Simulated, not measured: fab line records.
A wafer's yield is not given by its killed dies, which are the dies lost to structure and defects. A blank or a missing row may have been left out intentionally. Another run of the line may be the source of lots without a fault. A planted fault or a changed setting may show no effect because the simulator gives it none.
fab line records + flow n5-finfet
[record]
- lots = 6
- wafers = 18
- last-day = 17
route steps=1938 shown BEOL_M10@1534 BEOL_M11@1536 PASSIVATION@1936
lots that met no fault: taken from a fault-free run of the same line
start-h: start of the lot's first displayed wafer, in hours after the record's first day + wait-h: hours elapsed since this lot's preceding step + " as in the row above + L1.1+2: a single row standing in for several wafers + - value missing, or start not given + * or withheld: withheld + < > ~ a bound
route shown NAME@n: a module of which the file shows steps, and the number in the route of the first + usual: average and standard deviation across the fault-free wafers + same: alike in all rows + chamber/n: place in a boat + sites: the reading at each site + _std_site: standard deviation across them + _edge_site: mean of outer sites minus mean of inner sites + radius-mm: for every site, how far away it sits from the centre of the wafer + mask NAME#n: copy n + behind: the tool/chamber that last shaped the wafer + hold: why the lot was held/for how many hours/how that ended + device: whichever transistor did not switch (one of n, p or np) + end of line: the tests these same wafers got at the end of their route + step lacking rows: just its recipe + killed: the dies lost at the first sort to structure and to defects; this is not the yield of the wafer + map: a wafer's dies, x killed, . not, _ none there
set.NAME: the run value of the setting; set.NAME@STEP: its run value at that earlier step + model.NAME: the simulator's own value behind a step, which no gauge read
certain route steps with their lots: each step a table, each wafer a row
services: the hour from which a tool's chamber was out of use, counted from the record's first day as start-h (under 0 if before that day), plus the number of hours and why
[[steps]]
[step N5_BEOL_M10_RS_MEAS_57]
[recipe]
- thk-meas-gauge = four-point-probe
- reads = Cu_of_BEOL_M10_ECD_50+Co_of_BEOL_M10_CVD_75+TaN_of_BEOL_M10_ALD_74
[usual]
- M10_RS = 0.1506/0.0027
| lot.wafer | tool          | chamber | start-h | wait-h | M10_RS[ohm/sq] |
|-----------|---------------|---------|---------|--------|----------------|
| L824.3    | film-metro-02 | -       | 233.42  | 0.1    | 0.1516         |
| L824.5    | "             | -       | "       | "      | 0.1488         |
| L824.6    | "             | -       | "       | "      | 0.1536         |
| L827.4    | film-metro-01 | -       | 241.99  | 0.0    | 0.1475         |
| L827.5    | "             | -       | "       | "      | 0.1457         |
| L827.6    | "             | -       | "       | "      | 0.1460         |
| L832.2    | film-metro-02 | -       | 282.51  | 0.1    | 0.1528         |
| L832.4    | "             | -       | "       | "      | 0.1522         |
| L832.5    | "             | -       | "       | "      | 0.1519         |
| L841.3    | film-metro-01 | -       | 338.34  | 0.1    | 0.1480         |
| L841.5    | "             | -       | "       | "      | 0.1509         |
| L841.6    | "             | -       | "       | "      | 0.1539         |
| L843.2    | film-metro-02 | -       | 361.28  | 0.1    | 0.1494         |
| L843.3    | "             | -       | "       | "      | 0.1513         |
| L843.5    | "             | -       | "       | "      | 0.1460         |
| L845.1    | film-metro-01 | -       | 361.78  | 0.1    | 0.1532         |
| L845.2    | "             | -       | "       | "      | 0.1561         |
| L845.6    | "             | -       | "       | "      | 0.1488         |
[step N5_BEOL_M10_INSPECT_58]
[recipe]
- inspect-instrument = darkfield
- mode = post-dep
[usual]
- raw-defect-count = 70/20
| lot.wafer | tool              | chamber | start-h | wait-h | raw-defect-count |
|-----------|-------------------|---------|---------|--------|------------------|
| L824.3    | defect-inspect-02 | -       | 233.44  | 0.0    | 84               |
| L824.5    | "                 | -       | "       | "      | 42               |
| L824.6    | "                 | -       | "       | "      | 40               |
| L827.4    | defect-inspect-02 | -       | 242.02  | 0.0    | 58               |
| L827.5    | "                 | -       | "       | "      | 88               |
| L827.6    | "                 | -       | "       | "      | 119              |
| L832.2    | defect-inspect-01 | -       | 282.54  | 0.0    | 64               |
| L832.4    | "                 | -       | "       | "      | 134              |
| L832.5    | "                 | -       | "       | "      | 69               |
| L841.3    | defect-inspect-02 | -       | 338.37  | 0.0    | 96               |
| L841.5    | "                 | -       | "       | "      | 102              |
| L841.6    | "                 | -       | "       | "      | 57               |
| L843.2    | defect-inspect-02 | -       | 361.30  | 0.0    | 62               |
| L843.3    | "                 | -       | "       | "      | 44               |
| L843.5    | "                 | -       | "       | "      | 49               |
| L845.1    | defect-inspect-01 | -       | 361.81  | 0.0    | 103              |
| L845.2    | "                 | -       | "       | "      | 74               |
| L845.6    | "                 | -       | "       | "      | 94               |
[step N5_BEOL_M11_ILD_DEP_00]
[recipe]
- material = SiCOH_lowk
- target-thk-a = 3085.1
- temp-c = 300
- precursor = DEMS/porogen
- pressure-torr = 5
- rf-w = 500
- time-s = 58
[usual]
- chamber-pressure-Torr = 4.999/0.011
- heater-power-w = 324/71
- showerhead-plenum-p-Torr = 5.747/0.012
- throttle-valve-pct = 13.6/0.59
| lot.wafer | tool     | chamber | start-h | wait-h | chamber-pressure-Torr | heater-power-w | showerhead-plenum-p-Torr | throttle-valve-pct |
|-----------|----------|---------|---------|--------|-----------------------|----------------|--------------------------|--------------------|
| L824.3    | pecvd-03 | 2       | 233.48  | 0.0    | 5.006                 | 311            | 5.749                    | 13.9               |
| L824.5    | "        | 2       | "       | "      | 5.002                 | 321            | 5.740                    | 13.9               |
| L824.6    | "        | 1       | "       | "      | 4.994                 | 415            | 5.742                    | 14.0               |
| L827.4    | pecvd-04 | 1       | 242.08  | 0.1    | 5.000                 | 384            | 5.746                    | 14.4               |
| L827.5    | "        | 0       | "       | "      | 5.004                 | 262            | 5.757                    | 13.4               |
| L827.6    | "        | 2       | "       | "      | 5.001                 | 258            | 5.729                    | 13.3               |
| L832.2    | pecvd-01 | 0       | 282.57  | 0.0    | 5.010                 | 296            | 5.757                    | 13.3               |
| L832.4    | "        | 1       | "       | "      | 4.989                 | 259            | 5.764                    | 13.8               |
| L832.5    | "        | 0       | "       | "      | 5.015                 | 223            | 5.755                    | 13.4               |
| L841.3    | pecvd-04 | 2       | 338.40  | 0.0    | 4.982                 | 251            | 5.742                    | 13.4               |
| L841.5    | "        | 0       | "       | "      | 5.008                 | 271            | 5.765                    | 13.1               |
| L841.6    | "        | 2       | "       | "      | 4.982                 | 195            | 5.716                    | 13.1               |
| L843.2    | pecvd-01 | 1       | 361.34  | 0.0    | 4.994                 | 307            | 5.763                    | 13.8               |
| L843.3    | "        | 0       | "       | "      | 4.988                 | 230            | 5.738                    | 13.7               |
| L843.5    | "        | 1       | "       | "      | 4.989                 | 305            | 5.747                    | 13.8               |
| L845.1    | pecvd-01 | 1       | 361.84  | 0.0    | 4.989                 | 285            | 5.762                    | 14.1               |
| L845.2    | "        | 2       | "       | "      | 5.008                 | 314            | 5.751                    | 13.7               |
| L845.6    | "        | 2       | "       | "      | 5.000                 | 320            | 5.762                    | 13.5               |
[step N5_BEOL_M11_CURE_71]
[recipe]
- temp-c = 385
- time-s = 240
- ambient = He/Ar
- material = SiCOH_lowk
[usual]
- lamp-power-pct = 52.31/0.056
- wafer_temp_C_max = 386.9/0.63
| lot.wafer | tool       | chamber | start-h | wait-h | lamp-power-pct | wafer_temp_C_max |
|-----------|------------|---------|---------|--------|----------------|------------------|
| L824.3    | uv-cure-03 | 0       | 233.72  | 0.2    | 52.25          | 388.6            |
| L824.5    | "          | 0       | "       | "      | 52.19          | 386.7            |
| L824.6    | "          | 0       | "       | "      | 52.35          | 387.2            |
| L827.4    | uv-cure-02 | 0       | 242.52  | 0.4    | 52.31          | 386.3            |
| L827.5    | "          | 0       | "       | "      | 52.32          | 386.3            |
| L827.6    | "          | 0       | "       | "      | 52.36          | 386.5            |
| L832.2    | uv-cure-01 | 0       | 282.89  | 0.3    | 52.32          | 386.7            |
| L832.4    | "          | 0       | "       | "      | 52.37          | 386.9            |
| L832.5    | "          | 0       | "       | "      | 52.34          | 386.8            |
| L841.3    | uv-cure-01 | 0       | 338.64  | 0.2    | 52.28          | 386.6            |
| L841.5    | "          | 0       | "       | "      | 52.40          | 386.6            |
| L841.6    | "          | 0       | "       | "      | 52.31          | 386.7            |
| L843.2    | uv-cure-03 | 2       | 361.50  | 0.1    | 52.23          | 386.4            |
| L843.3    | "          | 2       | "       | "      | 52.28          | 386.5            |
| L843.5    | "          | 2       | "       | "      | 52.40          | 386.9            |
| L845.1    | uv-cure-01 | 1       | 361.92  | 0.0    | 52.31          | 387.1            |
| L845.2    | "          | 1       | "       | "      | 52.36          | 386.7            |
| L845.6    | "          | 1       | "       | "      | 52.25          | 386.8            |
[step N5_BEOL_M11_THK_MEAS_01]
[recipe]
- reads = SiCOH_lowk_of_BEOL_M11_ILD_DEP_00
[usual]
- M11_ILD_THK = 269/3.2
| lot.wafer | tool          | chamber | start-h | wait-h | M11_ILD_THK[nm] |
|-----------|---------------|---------|---------|--------|-----------------|
| L824.3    | film-metro-02 | -       | 234.07  | 0.3    | 266             |
| L824.5    | "             | -       | "       | "      | 272             |
| L824.6    | "             | -       | "       | "      | 270             |
| L827.4    | film-metro-02 | -       | 242.80  | 0.2    | 274             |
| L827.5    | "             | -       | "       | "      | 273             |
| L827.6    | "             | -       | "       | "      | 272             |
| L832.2    | film-metro-02 | -       | 283.32  | 0.4    | 264             |
| L832.4    | "             | -       | "       | "      | 269             |
| L832.5    | "             | -       | "       | "      | 270             |
| L841.3    | film-metro-02 | -       | 338.99  | 0.3    | 266             |
| L841.5    | "             | -       | "       | "      | 270             |
| L841.6    | "             | -       | "       | "      | 272             |
| L843.2    | film-metro-02 | -       | 361.93  | 0.4    | 262             |
| L843.3    | "             | -       | "       | "      | 264             |
| L843.5    | "             | -       | "       | "      | 265             |
| L845.1    | film-metro-02 | -       | 362.44  | 0.4    | 266             |
| L845.2    | "             | -       | "       | "      | 266             |
| L845.6    | "             | -       | "       | "      | 271             |
[step N5_BEOL_M11_PECVD_70]
[recipe]
- material = SiO2
- target-thk-a = 200
- temp-c = 400
- precursor = TEOS/O2
- pressure-torr = 5.5
- rf-w = 450
- teos-flow-sccm = 53.8
- gas = O2
- flow-sccm = 3000
- time-s = 22.7
[usual]
- chamber-pressure-Torr = 5.501/0.011
- heater-power-w = 767/120
- showerhead-plenum-p-Torr = 8.81/0.038
- throttle-valve-pct = 21.8/1.1
| lot.wafer | tool     | chamber | start-h | wait-h | chamber-pressure-Torr | heater-power-w | showerhead-plenum-p-Torr | throttle-valve-pct |
|-----------|----------|---------|---------|--------|-----------------------|----------------|--------------------------|--------------------|
| L824.3    | pecvd-03 | 0       | 234.11  | 0.0    | 5.518                 | 792            | 8.74                     | 20.2               |
| L824.5    | "        | 2       | "       | "      | 5.499                 | 807            | 8.86                     | 22.3               |
| L824.6    | "        | 1       | "       | "      | 5.485                 | 899            | 8.77                     | 23.0               |
| L827.4    | pecvd-04 | 1       | 242.85  | 0.1    | 5.512                 | 949            | 8.79                     | 23.3               |
| L827.5    | "        | 0       | "       | "      | 5.497                 | 672            | 8.85                     | 21.3               |
| L827.6    | "        | 2       | "       | "      | 5.493                 | 630            | 8.76                     | 20.8               |
| L832.2    | pecvd-01 | 1       | 283.36  | 0.0    | 5.495                 | 681            | 8.85                     | 22.4               |
| L832.4    | "        | 0       | "       | "      | 5.523                 | 576            | 8.83                     | 21.6               |
| L832.5    | "        | 1       | "       | "      | 5.512                 | 695            | 8.84                     | 22.3               |
| L841.3    | pecvd-03 | 0       | 339.03  | 0.0    | 5.488                 | 797            | 8.76                     | 19.9               |
| L841.5    | "        | 0       | "       | "      | 5.510                 | 810            | 8.77                     | 20.1               |
| L841.6    | "        | 1       | "       | "      | 5.499                 | 985            | 8.79                     | 22.7               |
| L843.2    | pecvd-03 | 0       | 361.97  | 0.0    | 5.502                 | 699            | 8.78                     | 20.1               |
| L843.3    | "        | 2       | "       | "      | 5.495                 | 867            | 8.83                     | 22.7               |
| L843.5    | "        | 1       | "       | "      | 5.490                 | 1015           | 8.80                     | 22.8               |
| L845.1    | pecvd-03 | 0       | 362.47  | 0.0    | 5.509                 | 835            | 8.75                     | 20.1               |
| L845.2    | "        | 1       | "       | "      | 5.495                 | 882            | 8.78                     | 22.7               |
| L845.6    | "        | 1       | "       | "      | 5.505                 | 883            | 8.77                     | 22.6               |
[step N5_BEOL_M11_HM_DEP_02]
[recipe]
- material = TiN
- target-thk-a = 200
- temp-c = 25
- chamber-pressure-pa = 0.49996
[usual]
- chamber-pressure-pa = 0.5000/0.00097
- throttle-valve-pct = 30.0/0.99
| lot.wafer | tool           | chamber | start-h | wait-h | chamber-pressure-pa | throttle-valve-pct |
|-----------|----------------|---------|---------|--------|---------------------|--------------------|
| L824.3    | pvd-sputter-03 | -       | 235.78  | 1.7    | 0.4995              | 27.9               |
| L824.5    | "              | -       | "       | "      | 0.5001              | 29.8               |
| L824.6    | "              | -       | "       | "      | 0.4988              | 28.5               |
| L827.4    | pvd-sputter-01 | -       | 243.55  | 0.7    | 0.4997              | 30.9               |
| L827.5    | "              | -       | "       | "      | 0.4979              | 30.4               |
| L827.6    | "              | -       | "       | "      | 0.4993              | 30.9               |
| L832.2    | pvd-sputter-03 | -       | 283.90  | 0.5    | 0.4998              | 28.6               |
| L832.4    | "              | -       | "       | "      | 0.5005              | 29.9               |
| L832.5    | "              | -       | "       | "      | 0.5020              | 31.6               |
| L841.3    | pvd-sputter-02 | -       | 341.39  | 2.3    | 0.4984              | 28.8               |
| L841.5    | "              | -       | "       | "      | 0.5005              | 31.9               |
| L841.6    | "              | -       | "       | "      | 0.4999              | 30.5               |
| L843.2    | pvd-sputter-01 | -       | 365.09  | 3.1    | 0.4991              | 30.9               |
| L843.3    | "              | -       | "       | "      | 0.5002              | 30.5               |
| L843.5    | "              | -       | "       | "      | 0.5003              | 29.5               |
| L845.1    | pvd-sputter-01 | -       | 365.19  | 2.7    | 0.4999              | 29.5               |
| L845.2    | "              | -       | "       | "      | 0.4998              | 29.8               |
| L845.6    | "              | -       | "       | "      | 0.5004              | 30.1               |
[step N5_BEOL_M11_COAT_59]
[recipe]
- resist = SOC
- temp-c = 250
- time-s = 60
- spin-rpm = 1500
- resist-thk-nm = 100
[step N5_BEOL_M11_COAT_60]
[recipe]
- resist = SiARC
- temp-c = 220
- time-s = 60
- spin-rpm = 1500
- resist-thk-nm = 30
[step N5_BEOL_M11_COAT_05]
[recipe]
- resist = CAR-ArF
- spin-rpm = 1500
- resist-thk-nm = 90
[step N5_BEOL_M11_EBR_07]
[recipe]
- solvent = PGMEA
- ebr-width-mm = 1.5
[step N5_BEOL_M11_SOFTBAKE_06]
[recipe]
- temp-c = 110
- time-s = 60
- resist = CAR-ArF
[step N5_BEOL_M11_EXPOSE_08]
[recipe]
- mask-id = M11
- na = 1.35
- source-shape = dipole
- sigma-inner = 0.411
- sigma-outer = 0.611
- polarization = te
- dose-mj = 53.75
[usual]
- reticle-temp-C = 23.01/0.1
| lot.wafer | tool            | chamber | start-h | wait-h | mask  | reticle-temp-C | model.BEOL_M11.overlay-x-nm |
|-----------|-----------------|---------|---------|--------|-------|----------------|-----------------------------|
| L824.3    | arfi-scanner-01 | 0       | 236.16  | -      | M11#0 | 22.94          | 0.6                         |
| L824.5    | "               | 0       | "       | "      | M11#0 | 22.88          | 0.6                         |
| L824.6    | "               | 0       | "       | "      | M11#0 | 22.77          | 0.6                         |
| L827.4    | arfi-scanner-02 | 0       | 243.96  | -      | M11#0 | 22.96          | 0.4                         |
| L827.5    | "               | 0       | "       | "      | M11#0 | 23.14          | 0.4                         |
| L827.6    | "               | 0       | "       | "      | M11#0 | 23.03          | 0.4                         |
| L832.2    | arfi-scanner-01 | 0       | 284.27  | -      | M11#0 | 23.19          | -0.4                        |
| L832.4    | "               | 0       | "       | "      | M11#0 | 22.98          | -0.4                        |
| L832.5    | "               | 0       | "       | "      | M11#0 | 23.05          | -0.4                        |
| L841.3    | arfi-scanner-01 | 0       | 341.77  | -      | M11#0 | 23.03          | 11.2                        |
| L841.5    | "               | 0       | "       | "      | M11#0 | 23.04          | 11.2                        |
| L841.6    | "               | 0       | "       | "      | M11#0 | 23.03          | 11.2                        |
| L843.2    | arfi-scanner-01 | 0       | 365.34  | -      | M11#0 | 23.05          | 11.6                        |
| L843.3    | "               | 0       | "       | "      | M11#0 | 23.18          | 11.6                        |
| L843.5    | "               | 0       | "       | "      | M11#0 | 23.15          | 11.6                        |
| L845.1    | arfi-scanner-03 | 0       | 365.66  | -      | M11#0 | 23.07          | -0.4                        |
| L845.2    | "               | 0       | "       | "      | M11#0 | 23.01          | -0.4                        |
| L845.6    | "               | 0       | "       | "      | M11#0 | 23.11          | -0.4                        |
[step N5_BEOL_M11_PEB_09]
[recipe]
- peb-temp-c = withheld
- peb-time-s = 60
- resist = CAR-ArF
[step N5_BEOL_M11_DEVELOP_10]
[recipe]
- develop-time-s = 30
- developer = TMAH
- resist = CAR-ArF
- rinse-liquid = diw
- dry = air-spin
- dev-temp-c = 23
[step N5_BEOL_M11_CD_MEAS_11]
[recipe]
- target-cd-nm = 64.1
- landing-energy-ev = 500
- detector = se-inlens
- polarity = opening
[usual]
- cd-nm = 64.1/0.43
| lot.wafer | tool      | chamber | start-h | wait-h | cd-nm |
|-----------|-----------|---------|---------|--------|-------|
| L824.3    | cd-sem-03 | 0       | 236.28  | -      | 63.0  |
| L824.5    | "         | 0       | "       | "      | 64.0  |
| L824.6    | "         | 0       | "       | "      | 63.4  |
| L827.4    | cd-sem-01 | 0       | 244.08  | -      | 63.8  |
| L827.5    | "         | 0       | "       | "      | 63.5  |
| L827.6    | "         | 0       | "       | "      | 63.8  |
| L832.2    | cd-sem-03 | 0       | 284.40  | -      | 63.7  |
| L832.4    | "         | 0       | "       | "      | 63.4  |
| L832.5    | "         | 0       | "       | "      | 63.2  |
| L841.3    | cd-sem-03 | 0       | 341.89  | -      | 63.6  |
| L841.5    | "         | 0       | "       | "      | 64.6  |
| L841.6    | "         | 0       | "       | "      | 64.6  |
| L843.2    | cd-sem-03 | 0       | 365.46  | -      | 64.3  |
| L843.3    | "         | 0       | "       | "      | 64.1  |
| L843.5    | "         | 0       | "       | "      | 64.5  |
| L845.1    | cd-sem-02 | 0       | 365.79  | -      | 63.6  |
| L845.2    | "         | 0       | "       | "      | 64.3  |
| L845.6    | "         | 0       | "       | "      | 63.7  |
[step N5_BEOL_M11_OVL_MEAS_12]
[recipe]
- points-per-wafer = 44
[usual]
- M11_OVL = 0.2/0.83
| lot.wafer | tool       | chamber | start-h | wait-h | M11_OVL[nm] |
|-----------|------------|---------|---------|--------|-------------|
| L824.3    | overlay-01 | 0       | 236.31  | 0.0    | 0.9         |
| L824.5    | "          | 0       | "       | "      | 0.9         |
| L824.6    | "          | 0       | "       | "      | 0.8         |
| L827.4    | overlay-02 | 0       | 244.10  | 0.0    | -0.6        |
| L827.5    | "          | 0       | "       | "      | -0.4        |
| L827.6    | "          | 0       | "       | "      | -0.3        |
| L832.2    | overlay-01 | 0       | 284.43  | 0.0    | -0.7        |
| L832.4    | "          | 0       | "       | "      | 0.2         |
| L832.5    | "          | 0       | "       | "      | 0.2         |
| L841.3    | overlay-02 | 0       | 341.92  | 0.0    | 11.7        |
| L841.5    | "          | 0       | "       | "      | 10.3        |
| L841.6    | "          | 0       | "       | "      | 12.0        |
| L843.2    | overlay-02 | 0       | 365.49  | 0.0    | 11.9        |
| L843.3    | "          | 0       | "       | "      | 11.8        |
| L843.5    | "          | 0       | "       | "      | 10.9        |
| L845.1    | overlay-01 | 0       | 365.82  | 0.0    | -0.8        |
| L845.2    | "          | 0       | "       | "      | -0.4        |
| L845.6    | "          | 0       | "       | "      | -1.0        |
[step N5_BEOL_M11_INSPECT_13]
[recipe]
- mode = adi
- inspect-instrument = brightfield
[usual]
- raw-defect-count = 399/75
| lot.wafer | tool              | chamber | start-h | wait-h | raw-defect-count |
|-----------|-------------------|---------|---------|--------|------------------|
| L824.3    | defect-inspect-01 | -       | 236.33  | 0.0    | 572              |
| L824.5    | "                 | -       | "       | "      | 422              |
| L824.6    | "                 | -       | "       | "      | 379              |
| L827.4    | defect-inspect-02 | -       | 244.13  | 0.0    | 353              |
| L827.5    | "                 | -       | "       | "      | 555              |
| L827.6    | "                 | -       | "       | "      | 499              |
| L832.2    | defect-inspect-02 | -       | 284.45  | 0.0    | 459              |
| L832.4    | "                 | -       | "       | "      | 499              |
| L832.5    | "                 | -       | "       | "      | 280              |
| L841.3    | defect-inspect-02 | -       | 341.94  | 0.0    | 340              |
| L841.5    | "                 | -       | "       | "      | 448              |
| L841.6    | "                 | -       | "       | "      | 409              |
| L843.2    | defect-inspect-01 | -       | 365.51  | 0.0    | 377              |
| L843.3    | "                 | -       | "       | "      | 369              |
| L843.5    | "                 | -       | "       | "      | 375              |
| L845.1    | defect-inspect-02 | -       | 365.84  | 0.0    | 469              |
| L845.2    | "                 | -       | "       | "      | 405              |
| L845.6    | "                 | -       | "       | "      | 483              |
[step N5_PASSIVATION_PROBE_49]
[usual]
- defect-limited-yield = 91.5/1.4
- killed_at_M0_to_M3 = 33/10
- killed_at_M4_up = 13/5
- killed-at-contacts = 13/5.6
- killed-at-front-end = 38/12
- killed-at-other = 3.9/2.7
- killed-dies = 100/16
- killed-on-rim = 13/4
- killed-open = 66/13
- killed-short = 32/7.2
- sort_bin_5_function = 5.0/0.97
- sort_bin_6_memory = 3.2/0.61
- sort-n-pass = 1080/16
- sort-yield-pct = 91.5/1.4
[same]
- gross-dies = 1180
- killed-at-back-side = 0
- sort_bin_4_leakage[%] = 0
- sort_bin_8_speed[%] = 0
| lot.wafer | tool      | chamber | start-h | wait-h | defect-limited-yield[%] | killed_at_M0_to_M3 | killed_at_M4_up | killed-at-contacts | killed-at-front-end | killed-at-other | killed-dies | killed-on-rim | killed-open | killed-short | sort_bin_5_function[%] | sort_bin_6_memory[%] | sort-n-pass | sort-yield-pct[%] |
|-----------|-----------|---------|---------|--------|-------------------------|--------------------|-----------------|--------------------|---------------------|-----------------|-------------|---------------|-------------|--------------|------------------------|----------------------|-------------|-------------------|
| L824.3    | prober-01 | -       | 283.21  | 0.1    | 93.3                    | 40                 | 15              | 5                  | 15                  | 4               | 79          | 8             | 49          | 30           | 4.0                    | 2.5                  | 1101        | 93.3              |
| L824.5    | prober-01 | -       | 283.31  | 0.2    | 92.4                    | 34                 | 12              | 6                  | 29                  | 9               | 90          | 14            | 54          | 32           | 4.0                    | 3.5                  | 1090        | 92.4              |
| L824.6    | prober-01 | -       | 283.36  | 0.3    | 92.9                    | 20                 | 13              | 12                 | 33                  | 6               | 84          | 15            | 54          | 26           | 4.0                    | 2.9                  | 1096        | 92.9              |
| L841.3    | prober-02 | -       | 392.48  | 0.1    | 89.8                    | 42                 | 19              | 10                 | 46                  | 3               | 120         | 13            | 78          | 39           | 6.0                    | 3.8                  | 1060        | 89.8              |
| L841.5    | prober-02 | -       | 392.58  | 0.2    | 91.3                    | 32                 | 16              | 16                 | 34                  | 5               | 103         | 18            | 68          | 35           | 5.3                    | 3.2                  | 1077        | 91.3              |
| L841.6    | prober-02 | -       | 392.63  | 0.3    | 91.7                    | 38                 | 5               | 17                 | 34                  | 4               | 98          | 10            | 65          | 32           | 5.2                    | 3.0                  | 1082        | 91.7              |
| L845.6    | prober-01 | -       | 413.81  | 0.3    | 91.1                    | 32                 | 18              | 23                 | 31                  | 1               | 105         | 16            | 82          | 22           | 5.4                    | 3.1                  | 1075        | 91.1              |
// killed by level:class
L824.3 BEOL_M0_SAQP:geometric-particle:open=14 BEOL_M0_SAQP:geometric-particle:short=11 FIN_SAQP:geometric-particle:open=6 FIN_SAQP:geometric-particle:short=5 BEOL_M2:geometric-particle:open=4 BEOL_M3:geometric-particle:open=4 BEOL_M4:geometric-particle:short=4 BEOL_M1:geometric-particle:open=3
L824.5 BEOL_M0_SAQP:geometric-particle:open=8 FIN_SAQP:geometric-particle:short=7 BEOL_M3:geometric-particle:open=7 MOL_CONTACT_COAG:geometric-particle:open=6 BEOL_M1:geometric-particle:open=6 FIN_SAQP:geometric-particle:open=5 BEOL_M0_SAQP:geometric-particle:short=5 STI_FIN_REVEAL:geometric-particle:open=3
L824.6 STI_FIN_REVEAL:geometric-particle:open=12 MOL_CONTACT_COAG:geometric-particle:open=9 BEOL_M0_SAQP:geometric-particle:open=6 BEOL_M3:geometric-particle:open=6 BEOL_M4:geometric-particle:open=6 DUMMY_GATE:geometric-particle:open=5 BEOL_M0_SAQP:geometric-particle:short=4 FIN_SAQP:geometric-particle:short=3
L841.3 BEOL_M1:geometric-particle:open=11 STI_FIN_REVEAL:geometric-particle:open=10 BEOL_M0_SAQP:geometric-particle:open=10 FIN_SAQP:geometric-particle:short=9 MOL_CONTACT_COAG:geometric-particle:open=9 BEOL_M4:geometric-particle:open=8 BEOL_M0_SAQP:geometric-particle:short=7 FIN_SAQP:geometric-particle:open=5
L841.5 BEOL_M4:geometric-particle:open=11 MOL_CONTACT_COAG:geometric-particle:open=10 FIN_SAQP:geometric-particle:open=9 STI_FIN_REVEAL:geometric-particle:open=9 BEOL_M0_SAQP:geometric-particle:open=7 BEOL_M1:geometric-particle:open=7 MOL_CONTACT_COAG:geometric-particle:short=6 BEOL_M0_SAQP:geometric-particle:short=5
L841.6 MOL_CONTACT_COAG:geometric-particle:open=12 BEOL_M0_SAQP:geometric-particle:open=12 BEOL_M1:geometric-particle:open=11 FIN_SAQP:geometric-particle:open=10 FIN_SAQP:geometric-particle:short=10 STI_FIN_REVEAL:geometric-particle:open=5 MOL_CONTACT_COAG:geometric-particle:short=5 BEOL_M0_SAQP:geometric-particle:short=5
L845.6 MOL_CONTACT_COAG:geometric-particle:open=20 BEOL_M0_SAQP:geometric-particle:open=11 BEOL_M3:geometric-particle:open=11 BEOL_M4:geometric-particle:open=7 STI_FIN_REVEAL:geometric-particle:open=5 DUMMY_GATE:geometric-particle:open=4 GATE_CUT:geometric-particle:open=4 GATE_CUT:geometric-particle:short=4
[[services]]
| tool            | chamber | start-h | hours | kind   |
|-----------------|---------|---------|-------|--------|
| arfi-scanner-03 | -       | 215.93  | 1.0   | pm     |
| arfi-scanner-02 | -       | 230.70  | 1.3   | pm     |
| pecvd-01        | 2       | 232.62  | 4.2   | repair |
| arfi-scanner-02 | -       | 235.80  | 1.0   | pm     |
| arfi-scanner-03 | -       | 239.80  | 0.6   | repair |
| uv-cure-03      | -       | 241.21  | 7.5   | pm     |
| arfi-scanner-01 | -       | 242.87  | 4.9   | pm     |
| arfi-scanner-01 | -       | 254.36  | 1.3   | pm     |
| arfi-scanner-02 | -       | 258.09  | 1.0   | pm     |
| uv-cure-01      | -       | 271.31  | 6.6   | repair |
| arfi-scanner-03 | -       | 278.72  | 1.3   | pm     |
| pecvd-03        | -       | 286.97  | 14.6  | pm     |
| uv-cure-01      | -       | 287.85  | 6.0   | pm     |
| arfi-scanner-01 | -       | 288.98  | 1.0   | pm     |
| arfi-scanner-03 | -       | 289.58  | 1.5   | pm     |
| arfi-scanner-03 | -       | 295.35  | 6.0   | pm     |
| pecvd-04        | -       | 335.87  | 1.0   | repair |
| arfi-scanner-01 | -       | 346.17  | 1.0   | pm     |
| arfi-scanner-01 | -       | 350.92  | 0.9   | repair |
| pvd-sputter-03  | -       | 357.26  | 3.2   | repair |
| uv-cure-03      | -       | 357.34  | 1.4   | repair |
| arfi-scanner-01 | -       | 357.77  | 0.8   | pm     |
| pecvd-04        | -       | 360.30  | 2.8   | pm     |
| pvd-sputter-03  | -       | 361.68  | 0.8   | repair |
[[key]]
[first-sign]
- step = N5_BEOL_M11_OVL_MEAS_12
- reading = M11_OVL
- direction = up
- sigmas = 14
- usual = 0.2
- struck = 11.4
effect none on later readings
[model-effect]
- step = N5_BEOL_M11_EXPOSE_08
- value = BEOL_M11.overlay-x-nm
- without = 0
- struck = 11.4
met-at N5_BEOL_M11_EXPOSE_08
struck-wafers L841.3,L841.5,L841.6,L843.2,L843.3,L843.5
onset-between 284.27 341.77
[fault]
- kind = scanner-matching-overlay
- tool = arfi-scanner-01
- chamber = -
- onset-h = 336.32
- steps = N5_BEOL_M11_EXPOSE_08
- offset = 11.338
